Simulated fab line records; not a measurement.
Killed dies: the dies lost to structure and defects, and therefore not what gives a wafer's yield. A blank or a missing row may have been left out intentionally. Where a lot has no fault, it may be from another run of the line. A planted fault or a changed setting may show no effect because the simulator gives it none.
Chamber matching / flow n5-finfet / N5_MOL_CONTACT_COAG_ETCH_59 on rie-diel-06 has 4 sister chambers
The step etches underlayer in N2/H2, target depth 13 nm, time 10.4 s. 8 wafers are shown with their chamber, then 10 later ones without.

## WAFERS WITH THEIR CHAMBER
wafer=L084.4; chamber=3; showerhead-plenum-p-Torr (Torr)=2.60; drypump-motor-current-A (A)=5.27
wafer=L084.6; chamber=3; showerhead-plenum-p-Torr (Torr)=2.60; drypump-motor-current-A (A)=5.26
wafer=L089.2; chamber=0; showerhead-plenum-p-Torr (Torr)=2.71; drypump-motor-current-A (A)=5.60
wafer=L090.2; chamber=1; showerhead-plenum-p-Torr (Torr)=2.47; drypump-motor-current-A (A)=5.61
wafer=L090.3; chamber=2; showerhead-plenum-p-Torr (Torr)=2.69; drypump-motor-current-A (A)=5.75
wafer=L090.4; chamber=0; showerhead-plenum-p-Torr (Torr)=2.70; drypump-motor-current-A (A)=5.60
wafer=L091.3; chamber=2; showerhead-plenum-p-Torr (Torr)=2.69; drypump-motor-current-A (A)=5.78
wafer=L091.4; chamber=1; showerhead-plenum-p-Torr (Torr)=2.47; drypump-motor-current-A (A)=5.64

## WAFERS WITH NO CHAMBER GIVEN
wafer=L091.6; showerhead-plenum-p-Torr (Torr)=2.69; drypump-motor-current-A (A)=5.77
wafer=L092.4; showerhead-plenum-p-Torr (Torr)=2.47; drypump-motor-current-A (A)=5.59
wafer=L092.5; showerhead-plenum-p-Torr (Torr)=2.70; drypump-motor-current-A (A)=5.59
wafer=L092.6; showerhead-plenum-p-Torr (Torr)=2.60; drypump-motor-current-A (A)=5.25
wafer=L093.1; showerhead-plenum-p-Torr (Torr)=2.70; drypump-motor-current-A (A)=5.59
wafer=L093.2; showerhead-plenum-p-Torr (Torr)=2.69; drypump-motor-current-A (A)=5.74
wafer=L093.4; showerhead-plenum-p-Torr (Torr)=2.47; drypump-motor-current-A (A)=5.58
wafer=L094.1; showerhead-plenum-p-Torr (Torr)=2.70; drypump-motor-current-A (A)=5.58
wafer=L094.2; showerhead-plenum-p-Torr (Torr)=2.60; drypump-motor-current-A (A)=5.26
wafer=L094.3; showerhead-plenum-p-Torr (Torr)=2.69; drypump-motor-current-A (A)=5.74

## WHICH CHAMBER EACH WENT THROUGH
wafer=L091.6; from the rows above=2; in truth=2
wafer=L092.4; from the rows above=1; in truth=1
wafer=L092.5; from the rows above=0; in truth=0
wafer=L092.6; from the rows above=3; in truth=3
wafer=L093.1; from the rows above=0; in truth=0
wafer=L093.2; from the rows above=2; in truth=2
wafer=L093.4; from the rows above=1; in truth=1
wafer=L094.1; from the rows above=0; in truth=0
wafer=L094.2; from the rows above=3; in truth=3
wafer=L094.3; from the rows above=2; in truth=2
10 of 10 placed correctly. Left unplaced by these rows: 0. Number placed wrongly: 0.
How it was worked out, from the rows above alone: a wafer's distance from a chamber is the root of the sum, over the readings, of the square of ((its reading less the chamber's mean) divided by the reading's scatter). The wafer belongs to the nearest chamber; if the next one is less than 2 further off, it can't be placed. A chamber's mean is the mean of its shown wafers. The scatter is the square root of a quotient: the sum, over the shown wafers, of each reading's squared deviation from its chamber's mean, divided by wafers minus chambers.
